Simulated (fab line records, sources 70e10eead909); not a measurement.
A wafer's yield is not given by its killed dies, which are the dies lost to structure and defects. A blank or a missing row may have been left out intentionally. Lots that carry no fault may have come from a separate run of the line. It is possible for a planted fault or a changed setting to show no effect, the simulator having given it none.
Which tool did it?	flow nand-harc	24 lots, 72 wafers sampled, at 6 steps of a route of 1302

## WHAT EACH GAUGE READ, for each wafer
Not one reading of a measure or inspect step in the record can be checked against a usual standard deviation.

## EACH LOT AND THE TOOL THAT RAN IT (in order: tool; ch and the chambers of the sampled wafers; start)
lot	NHARC_P_M1_DESCUM_14	NHARC_P_M1_PVD_20	NHARC_P_M1_ANNEAL_31	NHARC_P_M2_PRE_CLEAN_32	NHARC_A_CHANNEL_HOLE_D1_ETCH_34	NHARC_A_CHANNEL_HOLE_D1_ETCH_16
L074	rie-diel-03 ch 0,2,3, day 6 04:50	pvd-sputter-01, day 6 06:42 or earlier	rtp-anneal-02 ch 0, day 6 06:42	pecvd-02 ch 0,1,2, day 6 11:37	rie-diel-03 ch 0,1,3, no start	rie-diel-03 ch 0,1,2, no start
L075	rie-diel-03 ch 1,2, day 6 15:48	pvd-sputter-02, day 6 17:32 or earlier	rtp-anneal-01 ch 0, day 6 17:32	pecvd-02 ch 0,2, day 6 22:37	rie-diel-04 ch 0,1,3, no start	rie-diel-04 ch 0,1,2, no start
L076	rie-diel-11 ch 1,2, day 7 00:43	pvd-sputter-03, day 7 02:29 or earlier	rtp-anneal-01 ch 0, day 7 02:29	pecvd-03 ch 0,1,2, day 7 07:34	rie-diel-12 ch 1,3, no start	rie-diel-12 ch 0,2, no start
L077	rie-diel-03 ch 1,3, day 7 16:44	pvd-sputter-03, day 7 18:49 or earlier	rtp-anneal-02 ch 0, day 7 18:49	pecvd-03 ch 0,1,2, day 7 23:52	rie-diel-03 ch 0,1, no start	rie-diel-03 ch 2,3, no start
L078	rie-diel-03 ch 1,3, day 7 20:43	pvd-sputter-03, day 7 22:32 or earlier	rtp-anneal-01 ch 0, day 7 22:32	pecvd-03 ch 0,2, day 8 03:32	rie-diel-12 ch 0,1,2, no start	rie-diel-12 ch 2,3, no start
L079	rie-diel-11 ch 1,2, day 8 04:09	pvd-sputter-02, day 8 05:54 or earlier	rtp-anneal-02 ch 0, day 8 05:54	pecvd-03 ch 0,2, day 8 10:59	rie-diel-12 ch 0,1,2, no start	rie-diel-12 ch 0,2,3, no start
L080	rie-diel-03 ch 2,3, day 9 00:19	pvd-sputter-03, day 9 02:07 or earlier	rtp-anneal-01 ch 0, day 9 02:07	pecvd-03 ch 0,1,2, day 9 07:13	rie-diel-03 ch 0,1,3, no start	rie-diel-03 ch 0,1, no start
L081	rie-diel-03 ch 0,2,3, day 9 06:17	pvd-sputter-01, day 9 08:11 or earlier	rtp-anneal-02 ch 0, day 9 08:11	pecvd-02 ch 0,1,2, day 9 13:20	rie-diel-04 ch 0,1,2, no start	rie-diel-04 ch 1,2, no start
L082	rie-diel-03 ch 1,2, day 9 14:40	pvd-sputter-01, day 9 16:29 or earlier	rtp-anneal-01 ch 0, day 9 16:29	pecvd-02 ch 0,2, day 9 21:29	rie-diel-03 ch 1,2, no start	rie-diel-03 ch 0,1,2, no start
L083	rie-diel-03 ch 0,1,2, day 10 07:22	pvd-sputter-01, day 10 09:06 or earlier	rtp-anneal-02 ch 0, day 10 09:06	pecvd-01 ch 1,2, day 10 14:05	rie-diel-03 ch 0,1,2, no start	rie-diel-03 ch 0,1,2, no start
L084	rie-diel-11 ch 0,2, day 10 10:29	pvd-sputter-02, day 10 12:18 or earlier	rtp-anneal-02 ch 0, day 10 12:18	pecvd-03 ch 0,1,2, day 10 17:23	rie-diel-03 ch 0,1,3, no start	rie-diel-03 ch 0,3, no start
L085	rie-diel-11 ch 2,3, day 10 19:34	pvd-sputter-02, day 10 21:23 or earlier	rtp-anneal-01 ch 0, day 10 21:23	pecvd-03 ch 0,1, day 11 02:27	rie-diel-03 ch 1,2, no start	rie-diel-03 ch 0,2, no start
L086	rie-diel-11 ch 0,1,3, day 11 03:13	pvd-sputter-03, day 11 05:01 or earlier	rtp-anneal-02 ch 0, day 11 05:01	pecvd-02 ch 0,1, day 11 09:56	rie-diel-03 ch 0,1,3, no start	rie-diel-03 ch 2,3, no start
L087	rie-diel-03 ch 1,2,3, day 11 10:31	pvd-sputter-02, day 11 12:17 or earlier	rtp-anneal-02 ch 0, day 11 12:17	pecvd-02 ch 0,1,2, day 11 17:14	rie-diel-03 ch 0,1,3, no start	rie-diel-03 ch 0,1,2, no start
L088	rie-diel-11 ch 0,2,3, day 12 11:46	pvd-sputter-01, day 12 14:07 or earlier	rtp-anneal-01 ch 0, day 12 14:07	pecvd-01 ch 0,1,2, day 12 19:02	rie-diel-03 ch 0,2, no start	rie-diel-03 ch 1,2, no start
L089	rie-diel-03 ch 0,1,2, day 12 12:11	pvd-sputter-02, day 12 14:19 or earlier	rtp-anneal-01 ch 0, day 12 14:19	pecvd-02 ch 0,1,2, day 12 19:22	rie-diel-03 ch 1,2,3, no start	rie-diel-03 ch 1,2,3, no start
L091	rie-diel-11 ch 0,1,2, day 13 13:08	pvd-sputter-03, day 13 14:54 or earlier	rtp-anneal-02 ch 0, day 13 14:54	pecvd-02 ch 0,1,2, day 13 19:57	rie-diel-03 ch 0,1,2, no start	rie-diel-03 ch 0,1,2, no start
L090	rie-diel-11 ch 0,2, day 13 14:07	pvd-sputter-01, day 13 15:52 or earlier	rtp-anneal-02 ch 0, day 13 15:52	pecvd-02 ch 0,1, day 13 20:58	rie-diel-12 ch 1,2, no start	rie-diel-12 ch 1,3, no start
L093	rie-diel-11 ch 1,2,3, day 14 01:55	pvd-sputter-01, day 14 04:05 or earlier	rtp-anneal-02 ch 0, day 14 04:05	pecvd-03 ch 0,1, day 14 09:13	rie-diel-04 ch 0,3, no start	rie-diel-04 ch 1,3, no start
L092	rie-diel-11 ch 0,1,2, day 14 02:50	pvd-sputter-03, day 14 04:38 or earlier	rtp-anneal-02 ch 0, day 14 04:38	pecvd-02 ch 0,1, day 14 09:44	rie-diel-03 ch 0,2, no start	rie-diel-03 ch 1,3, no start
L094	rie-diel-03 ch 2,3, day 14 18:28	pvd-sputter-02, day 14 20:21 or earlier	rtp-anneal-02 ch 0, day 14 20:21	pecvd-02 ch 0,1, day 15 01:16	rie-diel-03 ch 1,2, no start	rie-diel-03 ch 0,3, no start
L095	rie-diel-11 ch 0,1,3, day 15 06:36	pvd-sputter-01, day 15 08:25 or earlier	rtp-anneal-02 ch 0, day 15 08:25	pecvd-03 ch 0,1,2, day 15 13:25	rie-diel-03 ch 0,2,3, no start	rie-diel-03 ch 0,1,3, no start
L096	rie-diel-03 ch 0,2,3, day 15 11:14	pvd-sputter-01, day 15 12:59 or earlier	rtp-anneal-02 ch 0, day 15 12:59	pecvd-03 ch 0,2, day 15 18:06	rie-diel-03 ch 0,1,2, no start	rie-diel-03 ch 0,1,3, no start
L097	rie-diel-03 ch 0,1,2, day 15 12:29	pvd-sputter-02, day 15 14:23 or earlier	rtp-anneal-01 ch 0, day 15 14:23	pecvd-03 ch 0,1,2, day 15 19:11	rie-diel-04 ch 0,2,3, no start	rie-diel-04 ch 1,2,3, no start
- NHARC_P_M1_DESCUM_14: chemistry O2, time 3 s.
- NHARC_P_M1_PVD_20: deposits TaN, target thk 5 nm, time 8.06 s.
- NHARC_P_M1_ANNEAL_31: time 90 s.
- NHARC_P_M2_PRE_CLEAN_32: time 12 s.
- NHARC_A_CHANNEL_HOLE_D1_ETCH_34: etches the open film in CF4/CHF3, target depth 154 nm, time 77 s.
- NHARC_A_CHANNEL_HOLE_D1_ETCH_16: etches the open film in O2/COS, target depth 3100 nm, time 806 s.

## WHAT THE TOOLS THEMSELVES READ (means of the sampled wafers that have a number; where no wafer has one, the mark that the record gives instead)
NHARC_P_M1_DESCUM_14. Usual: drypump-motor-current-A 5.7 A, standard deviation 0.41; oes-product-au 1.000 a.u., standard deviation 0.013; rf-vpp-V 57.7 V, standard deviation 0.95; showerhead-plenum-p-Torr 1.88 Torr, standard deviation 0.065; throttle-valve-pct 11.311 %, standard deviation 0.0077.
lot	tool	drypump-motor-current-A (A)	oes-product-au (a.u.)	rf-vpp-V (V)	showerhead-plenum-p-Torr (Torr)	throttle-valve-pct (%)	flag
L074	rie-diel-03	5.6	1.000	58.2	1.83	11.316	
L075	rie-diel-03	5.2	0.991	58.2	1.91	11.318	
L076	rie-diel-11	5.6	1.008	57.9	1.90	11.311	
L077	rie-diel-03	6.0	0.984	57.7	1.87	11.308	
L078	rie-diel-03	5.9	0.989	57.8	1.93	11.308	
L079	rie-diel-11	5.4	1.014	57.8	1.90	11.311	
L080	rie-diel-03	5.7	0.982	56.6	1.83	11.307	
L081	rie-diel-03	5.6	0.992	57.6	1.83	11.307	
L082	rie-diel-03	5.3	0.985	58.5	1.91	11.308	
L083	rie-diel-03	5.5	1.005	57.0	1.89	11.314	
L084	rie-diel-11	5.6	1.008	57.9	1.86	11.314	
L085	rie-diel-11	6.0	1.003	58.0	1.91	11.311	
L086	rie-diel-11	5.6	1.010	57.9	1.89	11.308	
L087	rie-diel-03	5.6	0.993	57.6	1.89	11.318	
L088	rie-diel-11	5.8	1.013	57.2	1.88	11.306	
L089	rie-diel-03	5.5	0.997	58.1	1.89	11.316	
L091	rie-diel-11	5.5	1.000	56.5	1.87	11.311	
L090	rie-diel-11	5.7	1.005	57.5	1.86	11.312	
L093	rie-diel-11	5.8	1.004	58.0	1.92	11.313	
L092	rie-diel-11	5.5	1.004	57.6	1.87	11.318	
L094	rie-diel-03	5.7	1.002	57.9	1.82	11.317	
L095	rie-diel-11	5.6	1.005	58.1	1.89	11.312	
L096	rie-diel-03	5.6	0.991	57.3	1.83	11.309	
L097	rie-diel-03	5.5	0.997	57.6	1.89	11.315	

NHARC_P_M1_PVD_20. Usual: cathode-dc-power-W 15000 W, standard deviation 3.1; throttle-valve-pct 30.0 %, standard deviation 0.89.
lot	tool	cathode-dc-power-W (W)	throttle-valve-pct (%)	flag
L074	pvd-sputter-01	15003	30.4	
L075	pvd-sputter-02	15001	29.2	
L076	pvd-sputter-03	15000	29.8	
L077	pvd-sputter-03	15000	30.0	
L078	pvd-sputter-03	14999	31.0	
L079	pvd-sputter-02	14998	29.9	
L080	pvd-sputter-03	15003	30.3	
L081	pvd-sputter-01	14997	30.4	
L082	pvd-sputter-01	15000	30.2	
L083	pvd-sputter-01	14997	30.0	
L084	pvd-sputter-02	14999	30.1	
L085	pvd-sputter-02	14999	29.4	
L086	pvd-sputter-03	15002	30.6	
L087	pvd-sputter-02	14999	28.9	
L088	pvd-sputter-01	15000	30.2	
L089	pvd-sputter-02	15001	29.8	
L091	pvd-sputter-03	15001	30.4	
L090	pvd-sputter-01	15000	29.9	
L093	pvd-sputter-01	15002	30.6	
L092	pvd-sputter-03	15001	30.3	
L094	pvd-sputter-02	15000	30.2	
L095	pvd-sputter-01	15000	30.5	
L096	pvd-sputter-01	15002	30.1	
L097	pvd-sputter-02	14999	30.0	

NHARC_P_M1_ANNEAL_31. Usual: wafer_temp_C_max reads 225.81 (standard deviation 0.25).
lot	tool	wafer_temp_C_max	flag
L074	rtp-anneal-02	225.61	
L075	rtp-anneal-01	225.69	
L076	rtp-anneal-01	225.94	
L077	rtp-anneal-02	225.53	
L078	rtp-anneal-01	226.04	
L079	rtp-anneal-02	225.53	
L080	rtp-anneal-01	226.11	
L081	rtp-anneal-02	225.70	
L082	rtp-anneal-01	226.07	
L083	rtp-anneal-02	225.64	
L084	rtp-anneal-02	225.74	
L085	rtp-anneal-01	225.71	
L086	rtp-anneal-02	225.78	
L087	rtp-anneal-02	225.86	
L088	rtp-anneal-01	225.99	
L089	rtp-anneal-01	225.95	
L091	rtp-anneal-02	225.64	
L090	rtp-anneal-02	225.52	
L093	rtp-anneal-02	225.78	
L092	rtp-anneal-02	225.72	
L094	rtp-anneal-02	225.83	
L095	rtp-anneal-02	225.79	
L096	rtp-anneal-02	225.86	
L097	rtp-anneal-01	226.14	

NHARC_P_M2_PRE_CLEAN_32. Usual: heater-power-w reads 649 W (standard deviation 88).
lot	tool	heater-power-w (W)	flag
L074	pecvd-02	634	
L075	pecvd-02	573	
L076	pecvd-03	644	
L077	pecvd-03	644	
L078	pecvd-03	621	
L079	pecvd-03	572	
L080	pecvd-03	639	
L081	pecvd-02	613	
L082	pecvd-02	541	
L083	pecvd-01	676	
L084	pecvd-03	658	
L085	pecvd-03	678	
L086	pecvd-02	569	
L087	pecvd-02	599	
L088	pecvd-01	730	
L089	pecvd-02	618	
L091	pecvd-02	650	
L090	pecvd-02	580	
L093	pecvd-03	740	
L092	pecvd-02	665	
L094	pecvd-02	596	
L095	pecvd-03	684	
L096	pecvd-03	724	
L097	pecvd-03	678	

NHARC_A_CHANNEL_HOLE_D1_ETCH_34. Usual: cf4-flow-sccm 100.0 sccm, standard deviation 0.31; drypump-motor-current-A 5.7 A, standard deviation 0.36; oes-product-au 0.943 a.u., standard deviation 0.029; rf-vpp-V 369.9 V, standard deviation 2; showerhead-plenum-p-Torr 1.55 Torr, standard deviation 0.056; throttle-valve-pct 16.802 %, standard deviation 0.0091.
lot	tool	cf4-flow-sccm (sccm)	drypump-motor-current-A (A)	oes-product-au (a.u.)	rf-vpp-V (V)	showerhead-plenum-p-Torr (Torr)	throttle-valve-pct (%)	flag
L074	rie-diel-03	100.1	5.9	0.922	369.5	1.54	16.803	
L075	rie-diel-04	99.9	5.7	0.971	371.2	1.60	16.804	
L076	rie-diel-12	99.7	5.7	0.899	369.6	1.54	16.788	
L077	rie-diel-03	99.9	5.7	0.921	369.5	1.54	16.808	
L078	rie-diel-12	100.0	5.8	0.969	369.9	1.57	16.805	
L079	rie-diel-12	99.7	5.8	0.913	370.3	1.57	16.804	
L080	rie-diel-03	100.0	5.8	0.912	369.6	1.54	16.807	
L081	rie-diel-04	99.7	5.9	0.972	372.7	1.63	16.798	
L082	rie-diel-03	100.0	5.3	0.921	370.5	1.57	16.799	
L083	rie-diel-03	99.9	5.5	0.923	369.8	1.56	16.801	
L084	rie-diel-03	100.0	5.9	0.912	368.7	1.54	16.800	
L085	rie-diel-03	100.1	5.2	0.982	370.5	1.57	16.802	
L086	rie-diel-03	99.8	5.9	0.965	369.7	1.54	16.798	
L087	rie-diel-03	100.1	5.8	0.968	369.4	1.54	16.801	
L088	rie-diel-03	99.7	5.2	0.977	369.7	1.53	16.799	
L089	rie-diel-03	100.2	5.6	0.969	370.3	1.55	16.796	
L091	rie-diel-03	100.2	5.5	0.968	369.3	1.56	16.807	
L090	rie-diel-12	99.7	5.8	0.935	370.7	1.58	16.794	
L093	rie-diel-04	99.9	5.8	0.995	371.6	1.58	16.797	
L092	rie-diel-03	99.9	5.5	0.923	368.9	1.51	16.810	
L094	rie-diel-03	100.1	5.2	0.916	369.5	1.57	16.807	
L095	rie-diel-03	99.8	5.6	0.930	367.9	1.51	16.801	
L096	rie-diel-03	100.1	5.5	0.928	370.1	1.56	16.807	
L097	rie-diel-04	100.2	5.9	0.984	370.7	1.60	16.799	

NHARC_A_CHANNEL_HOLE_D1_ETCH_16. Usual: cos-flow-sccm 20.00 sccm, standard deviation 0.066; drypump-motor-current-A 5.7 A, standard deviation 0.36; oes-product-au 0.998 a.u., standard deviation 0.011; rf-vpp-V 313.7 V, standard deviation 2; showerhead-plenum-p-Torr 3.09 Torr, standard deviation 0.11; throttle-valve-pct 28.329 %, standard deviation 0.0088.
lot	tool	cos-flow-sccm (sccm)	drypump-motor-current-A (A)	oes-product-au (a.u.)	rf-vpp-V (V)	showerhead-plenum-p-Torr (Torr)	throttle-valve-pct (%)	flag
L074	rie-diel-03	19.96	5.5	1.005	313.8	3.09	28.326	
L075	rie-diel-04	19.98	5.9	1.010	315.5	3.24	28.328	
L076	rie-diel-12	19.94	5.8	0.989	314.2	3.12	28.323	
L077	rie-diel-03	20.05	5.4	0.990	313.0	3.03	28.327	
L078	rie-diel-12	20.04	5.7	0.977	313.4	3.11	28.328	
L079	rie-diel-12	20.03	5.8	0.984	313.8	3.06	28.318	
L080	rie-diel-03	20.02	5.8	1.005	313.2	3.07	28.330	
L081	rie-diel-04	20.02	6.0	1.013	316.5	3.28	28.329	
L082	rie-diel-03	19.95	5.5	0.999	314.8	3.09	28.327	
L083	rie-diel-03	19.91	5.5	0.997	313.4	3.09	28.324	
L084	rie-diel-03	20.01	6.0	0.986	311.1	2.96	28.325	
L085	rie-diel-03	19.98	5.5	0.999	313.2	3.00	28.329	
L086	rie-diel-03	20.04	5.7	1.001	311.8	2.99	28.331	
L087	rie-diel-03	19.97	5.5	0.996	313.0	3.09	28.331	
L088	rie-diel-03	19.96	5.3	0.999	314.1	3.11	28.331	
L089	rie-diel-03	20.01	5.6	0.990	313.9	3.08	28.337	
L091	rie-diel-03	19.94	5.5	0.995	313.5	3.09	28.331	
L090	rie-diel-12	20.01	5.7	0.998	313.5	3.09	28.334	
L093	rie-diel-04	19.99	5.6	1.010	314.3	3.12	28.328	
L092	rie-diel-03	20.02	6.0	0.991	312.5	3.05	28.333	
L094	rie-diel-03	20.01	6.0	0.995	311.4	2.96	28.334	
L095	rie-diel-03	19.99	5.8	0.997	313.4	3.05	28.333	
L096	rie-diel-03	20.01	5.9	1.000	313.6	3.05	28.321	
L097	rie-diel-04	19.98	5.8	1.005	315.4	3.18	28.327	

## THE ANSWER, worked out from the rows above alone
Rule: a lot is off if the mean of its wafers that have a number lies more than 3 standard deviations from the usual mean. Also off: a lot with no number at a reading for which 4 or more lots have one. The other lots that the step has rows for count as sound. The gauges are gone through in route order, then the tools' own readings, and for those a lot's mean is taken as printed above. The first step at which some lot is off is used, and at that step the reading that is off furthest; a lot without a number counts as furthest.
Nothing can be told from this: no lot is off at any reading shown.

## WHAT HAD BEEN PUT IN BY THE SIMULATOR
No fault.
